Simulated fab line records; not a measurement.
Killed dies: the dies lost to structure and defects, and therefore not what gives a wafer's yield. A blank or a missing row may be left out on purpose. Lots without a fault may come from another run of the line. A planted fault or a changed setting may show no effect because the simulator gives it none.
Chamber matching    flow n5-finfet    N5_BEOL_M6_DESCUM_33 on rie-diel-04 has 4 sister chambers
The step chemistry O2, time 7 s. 7 wafers are shown with their chamber, then 8 later ones without.

EACH WAFER AND ITS CHAMBER
wafer   chamber  showerhead-plenum-p-Torr (Torr)  throttle-valve-pct (%)
L078.1  2        1.96                             20.59
L085.4  3        2.12                             20.52
L086.1  3        2.12                             20.53
L086.5  1        2.05                             20.18
L087.1  1        2.05                             20.17
L087.5  0        2.23                             20.48
L091.2  0        2.22                             20.49

WAFERS WITH NO CHAMBER GIVEN
wafer   showerhead-plenum-p-Torr (Torr)  throttle-valve-pct (%)
L091.3  2.05                             20.19
L091.6  2.12                             20.54
L093.1  2.05                             20.18
L093.3  2.22                             20.18
L093.6  2.05                             20.18
L095.1  2.22                             20.18
L095.3  2.12                             20.55
L095.4  2.05                             20.19

WHICH CHAMBER EACH ONE RAN IN
wafer   from the rows above      in truth
L091.3  1                        1
L091.6  3                        3
L093.1  1                        1
L093.3  can't be placed: 1 or 0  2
L093.6  1                        1
L095.1  can't be placed: 1 or 0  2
L095.3  3                        3
L095.4  1                        1
Correctly placed: 6 of 8. Can't be placed from these rows: 2 (the true chamber is among the candidates in 0). 0 placed wrongly.
How it was worked out, from the rows above alone: a wafer's distance from a chamber is the root of the sum, over the readings, of the square of ((its reading less the chamber's mean) divided by the reading's scatter). If the next closest chamber is less than 2 further off than the closest, the wafer can't be placed; otherwise it belongs to the closest. A chamber's mean is the mean of its shown wafers. The scatter: the root of (the sum of the squares of (reading less its chamber's mean) over the shown wafers, divided by (wafers less chambers)).
